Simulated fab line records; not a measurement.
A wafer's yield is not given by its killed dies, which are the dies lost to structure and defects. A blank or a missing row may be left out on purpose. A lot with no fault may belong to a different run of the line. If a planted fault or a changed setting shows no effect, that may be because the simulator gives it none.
Which tool did it? :: flow n5-finfet :: Sampling: 10 lots, 30 wafers, 6 of 1938 route steps

## WHAT THE GAUGES READ, wafer by wafer
N5_MOL_CONTACT_COAG_CD_MEAS_84: the cd target is 25.1 nm. Usual: cd-nm at 25.18 nm, with a standard deviation of 0.22.
lot: L723
measured: day 5 04:44
on: cd-sem-02
cd-nm (nm): 25.32 24.82 25.01
flag: 

lot: L725
measured: day 5 17:35
on: cd-sem-02
cd-nm (nm): 25.08 25.49 25.29
flag: 

lot: L731
measured: day 7 07:43
on: cd-sem-01
cd-nm (nm): 25.05 25.26 25.29
flag: 

lot: L736
measured: day 8 08:08
on: cd-sem-01
cd-nm (nm): 25.22 25.31 25.30
flag: 

lot: L738
measured: day 8 21:27
on: cd-sem-03
cd-nm (nm): 25.16 25.42 25.67
flag: 

lot: L741
measured: day 9 14:35
on: cd-sem-03
cd-nm (nm): 25.20 25.19 24.91
flag: 

lot: L742
measured: day 9 23:31
on: cd-sem-03
cd-nm (nm): 24.77 25.03 25.09
flag: 

lot: L743
measured: day 10 01:51
on: cd-sem-02
cd-nm (nm): 25.28 25.30 25.31
flag: 

lot: L744
measured: day 10 08:34
on: cd-sem-02
cd-nm (nm): 24.89 24.99 25.18
flag: 

lot: L746
measured: day 10 21:50
on: cd-sem-03
cd-nm (nm): 25.42 25.50 25.35
flag: 

N5_MOL_CONTACT_COAG_THK_MEAS_53. Usual: VIA_MOL_THK 43.8 nm, standard deviation 0.6.
lot: L723
measured: day 5 07:49
on: film-metro-02
VIA_MOL_THK (nm): 43.3 44.4 44.8
flag: 

lot: L725
measured: day 5 22:40
on: film-metro-02
VIA_MOL_THK (nm): 43.4 44.5 44.6
flag: 

lot: L731
measured: day 7 10:50
on: film-metro-01
VIA_MOL_THK (nm): 43.2 38.6 43.9
flag: OFF

lot: L736
measured: day 8 12:22
on: film-metro-01
VIA_MOL_THK (nm): 43.0 43.9 44.4
flag: 

lot: L738
measured: day 9 02:01
on: film-metro-02
VIA_MOL_THK (nm): 43.2 44.8 44.0
flag: 

lot: L741
measured: day 9 18:05
on: film-metro-02
VIA_MOL_THK (nm): 43.7 44.6 44.8
flag: 

lot: L742
measured: day 10 02:48
on: film-metro-01
VIA_MOL_THK (nm): 43.0 42.7 43.5
flag: 

lot: L743
measured: day 10 05:41
on: film-metro-01
VIA_MOL_THK (nm): 44.4 44.6 45.2
flag: 

lot: L744
measured: day 10 11:52
on: film-metro-01
VIA_MOL_THK (nm): 43.5 45.0 44.1
flag: 

lot: L746
measured: day 11 01:21
on: film-metro-01
VIA_MOL_THK (nm): 43.9 43.0 44.0
flag: 

N5_BEOL_M4_RC_MEAS_101. Usual: DIBL_N 35.7 mV/V, standard deviation 1.3; DIBL_P 36.0 mV/V, standard deviation 1.6; IOFF_N 0.154 nA/um, standard deviation 0.025; IOFF_P 0.21 nA/um, standard deviation 0.034; ION_N 675 uA/um, standard deviation 9.7; ION_P 465 uA/um, standard deviation 7.4; SS_N 71.3 mV/dec, standard deviation 0.55; SS_P 73.1 mV/dec, standard deviation 0.52; VT_N 250 mV, standard deviation 3; VT_P -249 mV, standard deviation 3.6.
lot: L723
measured: day 7 23:34
on: prober-01
DIBL_N (mV/V): 37.3 35.8 37.5
DIBL_P (mV/V): 39.0 37.3 39.4
IOFF_N (nA/um): 0.199 0.157 0.190
IOFF_P (nA/um): 0.25 0.22 0.26
ION_N (uA/um): 697 682 674
ION_P (uA/um): 474 469 464
SS_N (mV/dec): 71.6 71.3 72.0
SS_P (mV/dec): 73.8 72.9 73.9
VT_N (mV): 244 247 244
VT_P (mV): -248 -248 -248
flag: 

lot: L725
measured: day 8 12:58
on: prober-02
DIBL_N (mV/V): 36.9 35.7 36.6
DIBL_P (mV/V): 37.2 36.3 36.6
IOFF_N (nA/um): 0.169 0.149 0.161
IOFF_P (nA/um): 0.21 0.19 0.20
ION_N (uA/um): 677 678 678
ION_P (uA/um): 463 464 460
SS_N (mV/dec): 71.0 71.1 71.0
SS_P (mV/dec): 74.0 72.9 73.4
VT_N (mV): 245 250 247
VT_P (mV): -251 -253 -251
flag: 

lot: L731
measured: day 9 22:42
on: prober-02
DIBL_N (mV/V): 35.1 36.6 37.6
DIBL_P (mV/V): 36.7 37.7 38.1
IOFF_N (nA/um): 0.166 0.178 0.195
IOFF_P (nA/um): 0.24 0.27 0.27
ION_N (uA/um): 680 664 675
ION_P (uA/um): 470 464 462
SS_N (mV/dec): 71.2 71.4 72.4
SS_P (mV/dec): 73.1 73.4 73.2
VT_N (mV): 250 251 248
VT_P (mV): -246 -242 -247
flag: 

lot: L736
measured: day 11 00:29
on: prober-01
DIBL_N (mV/V): 34.1 33.7 33.2
DIBL_P (mV/V): 35.8 35.4 33.6
IOFF_N (nA/um): 0.137 0.127 0.117
IOFF_P (nA/um): 0.21 0.20 0.18
ION_N (uA/um): 678 669 672
ION_P (uA/um): 467 469 458
SS_N (mV/dec): 70.9 70.1 70.5
SS_P (mV/dec): 73.3 72.6 72.7
VT_N (mV): 251 252 254
VT_P (mV): -251 -249 -254
flag: 

lot: L738
measured: day 12 06:13
on: prober-02
DIBL_N (mV/V): 33.4 34.0 34.2
DIBL_P (mV/V): 33.0 33.0 33.6
IOFF_N (nA/um): 0.112 0.117 0.121
IOFF_P (nA/um): 0.17 0.16 0.17
ION_N (uA/um): 668 665 664
ION_P (uA/um): 469 460 456
SS_N (mV/dec): 70.9 70.6 70.5
SS_P (mV/dec): 73.2 72.9 73.1
VT_N (mV): 256 253 253
VT_P (mV): -252 -253 -255
flag: 

lot: L741
measured: day 12 10:03
on: prober-02
DIBL_N (mV/V): 37.0 35.8 35.2
DIBL_P (mV/V): 38.2 36.5 35.7
IOFF_N (nA/um): 0.190 0.169 0.152
IOFF_P (nA/um): 0.27 0.25 0.23
ION_N (uA/um): 680 686 666
ION_P (uA/um): 468 471 465
SS_N (mV/dec): 71.3 71.2 71.1
SS_P (mV/dec): 73.7 73.7 73.1
VT_N (mV): 247 247 248
VT_P (mV): -244 -244 -246
flag: 

lot: L742
measured: day 12 22:46
on: prober-02
DIBL_N (mV/V): 36.7 35.3 38.0
DIBL_P (mV/V): 37.0 35.0 37.8
IOFF_N (nA/um): 0.177 0.153 0.212
IOFF_P (nA/um): 0.22 0.19 0.23
ION_N (uA/um): 680 665 674
ION_P (uA/um): 462 452 455
SS_N (mV/dec): 71.6 71.6 72.3
SS_P (mV/dec): 74.1 72.9 74.4
VT_N (mV): 248 251 246
VT_P (mV): -251 -253 -250
flag: 

lot: L743
measured: day 13 06:55
on: prober-02
DIBL_N (mV/V): 35.4 34.2 34.8
DIBL_P (mV/V): 35.9 33.1 33.6
IOFF_N (nA/um): 0.163 0.129 0.144
IOFF_P (nA/um): 0.22 0.19 0.19
ION_N (uA/um): 693 667 674
ION_P (uA/um): 468 460 466
SS_N (mV/dec): 71.5 71.2 71.2
SS_P (mV/dec): 73.4 72.6 71.9
VT_N (mV): 246 252 248
VT_P (mV): -249 -250 -250
flag: 

lot: L744
measured: day 13 18:19
on: prober-02
DIBL_N (mV/V): 35.3 39.4 35.3
DIBL_P (mV/V): 33.8 39.1 34.4
IOFF_N (nA/um): 0.121 0.195 0.121
IOFF_P (nA/um): 0.15 0.21 0.14
ION_N (uA/um): 671 680 668
ION_P (uA/um): 453 454 449
SS_N (mV/dec): 70.8 71.6 70.8
SS_P (mV/dec): 72.5 73.3 72.3
VT_N (mV): 254 249 254
VT_P (mV): -256 -251 -262
flag: 

lot: L746
measured: day 13 14:23
on: prober-02
DIBL_N (mV/V): 36.9 36.3 37.2
DIBL_P (mV/V): 35.3 35.5 36.2
IOFF_N (nA/um): 0.160 0.151 0.168
IOFF_P (nA/um): 0.20 0.19 0.21
ION_N (uA/um): 671 673 680
ION_P (uA/um): 459 467 459
SS_N (mV/dec): 71.9 71.9 71.7
SS_P (mV/dec): 72.7 72.9 73.7
VT_N (mV): 249 249 249
VT_P (mV): -252 -252 -251
flag: 

## WHAT TOOL EACH LOT RAN ON (gives the tool, then ch and the chambers of the sampled wafers, and finally the start)
lot: L723
N5_MOL_CONTACT_COAG_PRE_CLEAN_141: pvd-sputter-02, day 4 20:24
N5_MOL_CONTACT_COAG_ALD_123: ald-sin-04 ch 0,2,3, day 5 03:54
N5_MOL_CONTACT_COAG_PECVD_31: pecvd-02 ch 0,1,2, day 5 04:25

lot: L725
N5_MOL_CONTACT_COAG_PRE_CLEAN_141: pvd-sputter-02, day 5 11:02
N5_MOL_CONTACT_COAG_ALD_123: ald-sin-02 ch 2,3, day 5 16:37
N5_MOL_CONTACT_COAG_PECVD_31: pecvd-04 ch 0,2, day 5 17:07

lot: L731
N5_MOL_CONTACT_COAG_PRE_CLEAN_141: pvd-sputter-02, day 6 23:55
N5_MOL_CONTACT_COAG_ALD_123: ald-sin-03 ch 0,1,3, day 7 06:50
N5_MOL_CONTACT_COAG_PECVD_31: pecvd-02 ch 0,1, day 7 07:20

lot: L736
N5_MOL_CONTACT_COAG_PRE_CLEAN_141: pvd-sputter-03, day 8 01:43
N5_MOL_CONTACT_COAG_ALD_123: ald-sin-02 ch 0,2,3, day 8 07:11
N5_MOL_CONTACT_COAG_PECVD_31: pecvd-01 ch 0,2, day 8 07:41

lot: L738
N5_MOL_CONTACT_COAG_PRE_CLEAN_141: pvd-sputter-01, day 8 13:35
N5_MOL_CONTACT_COAG_ALD_123: ald-sin-02 ch 0,1,2, day 8 20:29
N5_MOL_CONTACT_COAG_PECVD_31: pecvd-01 ch 0,1,2, day 8 20:59

lot: L741
N5_MOL_CONTACT_COAG_PRE_CLEAN_141: pvd-sputter-02, day 9 08:34
N5_MOL_CONTACT_COAG_ALD_123: ald-sin-03 ch 0,1, day 9 13:44
N5_MOL_CONTACT_COAG_PECVD_31: pecvd-04 ch 0,1, day 9 14:14

lot: L742
N5_MOL_CONTACT_COAG_PRE_CLEAN_141: pvd-sputter-02, day 9 17:41
N5_MOL_CONTACT_COAG_ALD_123: ald-sin-02 ch 0,1,2, day 9 22:32
N5_MOL_CONTACT_COAG_PECVD_31: pecvd-02 ch 0,2, day 9 23:03

lot: L743
N5_MOL_CONTACT_COAG_PRE_CLEAN_141: pvd-sputter-03, day 9 18:45
N5_MOL_CONTACT_COAG_ALD_123: ald-sin-04 ch 0,2,3, day 10 00:57
N5_MOL_CONTACT_COAG_PECVD_31: pecvd-04 ch 0, day 10 01:27

lot: L744
N5_MOL_CONTACT_COAG_PRE_CLEAN_141: pvd-sputter-03, day 10 01:58
N5_MOL_CONTACT_COAG_ALD_123: ald-sin-03 ch 1,2,3, day 10 07:32
N5_MOL_CONTACT_COAG_PECVD_31: pecvd-04 ch 0,1, day 10 08:03

lot: L746
N5_MOL_CONTACT_COAG_PRE_CLEAN_141: pvd-sputter-02, day 10 14:48
N5_MOL_CONTACT_COAG_ALD_123: ald-sin-03 ch 0,2,3, day 10 20:53
N5_MOL_CONTACT_COAG_PECVD_31: pecvd-04 ch 0,1, day 10 21:23
- N5_MOL_CONTACT_COAG_PRE_CLEAN_141: time 60 s.
- N5_MOL_CONTACT_COAG_ALD_123: deposits SiNx, target thk 5 nm, pulse time 1 s, purge time 2 s.
- N5_MOL_CONTACT_COAG_PECVD_31: deposits SiO2 from TEOS/O2, target thk 46 nm, time 8.9 s.

## AS READ BY THE TOOLS THEMSELVES (means over the sampled wafers that have a number; for cases with no such wafer, the mark the record gives instead)
N5_MOL_CONTACT_COAG_PRE_CLEAN_141. Usual: heater-power-w at 485 W, with a standard deviation of 45.
lot: L723
tool: pvd-sputter-02
heater-power-w (W): 488
flag: 

lot: L725
tool: pvd-sputter-02
heater-power-w (W): 507
flag: 

lot: L731
tool: pvd-sputter-02
heater-power-w (W): 466
flag: 

lot: L736
tool: pvd-sputter-03
heater-power-w (W): 462
flag: 

lot: L738
tool: pvd-sputter-01
heater-power-w (W): 472
flag: 

lot: L741
tool: pvd-sputter-02
heater-power-w (W): 471
flag: 

lot: L742
tool: pvd-sputter-02
heater-power-w (W): 523
flag: 

lot: L743
tool: pvd-sputter-03
heater-power-w (W): 483
flag: 

lot: L744
tool: pvd-sputter-03
heater-power-w (W): 466
flag: 

lot: L746
tool: pvd-sputter-02
heater-power-w (W): 508
flag: 

N5_MOL_CONTACT_COAG_ALD_123. Usual: heater-power-w 866 W, standard deviation 120; precursor-pulse-height-rel 1.001, standard deviation 0.018.
lot: L723
tool: ald-sin-04
heater-power-w (W): 862
precursor-pulse-height-rel: 0.993
flag: 

lot: L725
tool: ald-sin-02
heater-power-w (W): 894
precursor-pulse-height-rel: 1.000
flag: 

lot: L731
tool: ald-sin-03
heater-power-w (W): 940
precursor-pulse-height-rel: 1.022
flag: 

lot: L736
tool: ald-sin-02
heater-power-w (W): 896
precursor-pulse-height-rel: 0.985
flag: 

lot: L738
tool: ald-sin-02
heater-power-w (W): 975
precursor-pulse-height-rel: 1.012
flag: 

lot: L741
tool: ald-sin-03
heater-power-w (W): 883
precursor-pulse-height-rel: 1.000
flag: 

lot: L742
tool: ald-sin-02
heater-power-w (W): 1002
precursor-pulse-height-rel: 0.996
flag: 

lot: L743
tool: ald-sin-04
heater-power-w (W): 836
precursor-pulse-height-rel: 0.995
flag: 

lot: L744
tool: ald-sin-03
heater-power-w (W): 860
precursor-pulse-height-rel: 1.001
flag: 

lot: L746
tool: ald-sin-03
heater-power-w (W): 924
precursor-pulse-height-rel: 1.014
flag: 

N5_MOL_CONTACT_COAG_PECVD_31. Usual: susceptor-temp-C at 400.04 C, with a standard deviation of 0.21.
lot: L723
tool: pecvd-02
susceptor-temp-C (C): 399.96
flag: 

lot: L725
tool: pecvd-04
susceptor-temp-C (C): 400.05
flag: 

lot: L731
tool: pecvd-02
susceptor-temp-C (C): 406.28
flag: OFF

lot: L736
tool: pecvd-01
susceptor-temp-C (C): 399.96
flag: 

lot: L738
tool: pecvd-01
susceptor-temp-C (C): 399.88
flag: 

lot: L741
tool: pecvd-04
susceptor-temp-C (C): 399.96
flag: 

lot: L742
tool: pecvd-02
susceptor-temp-C (C): 400.06
flag: 

lot: L743
tool: pecvd-04
susceptor-temp-C (C): 400.18
flag: 

lot: L744
tool: pecvd-04
susceptor-temp-C (C): 400.16
flag: 

lot: L746
tool: pecvd-04
susceptor-temp-C (C): 400.03
flag: 

## THE ANSWER, worked out from the rows above alone
Rule: lot off if the mean of its wafers having a number is beyond 3 standard deviations from the usual mean. Also off: a lot with no number at a reading for which 4 or more lots have one. All remaining lots with rows at the step are treated as sound. After the gauges, taken in route order, come the tools' own readings; for these a lot's mean is taken, as printed above. The first step at which some lot is off is used, and at that step the reading that is off furthest; a lot without a number counts as furthest.
Off: L731, seen at N5_MOL_CONTACT_COAG_THK_MEAS_53 (VIA_MOL_THK).
A tool fits if, at a process step before that reading, it ran every lot that is off, and no sound lot after the first of them. The gauges at N5_MOL_CONTACT_COAG_THK_MEAS_53 aren't tried: what is off there is off at N5_MOL_CONTACT_COAG_PECVD_31 too, on other tools, and a gauge's error can't cause that. No candidate that was tried fits.

## WHAT THE SIMULATOR PUT IN
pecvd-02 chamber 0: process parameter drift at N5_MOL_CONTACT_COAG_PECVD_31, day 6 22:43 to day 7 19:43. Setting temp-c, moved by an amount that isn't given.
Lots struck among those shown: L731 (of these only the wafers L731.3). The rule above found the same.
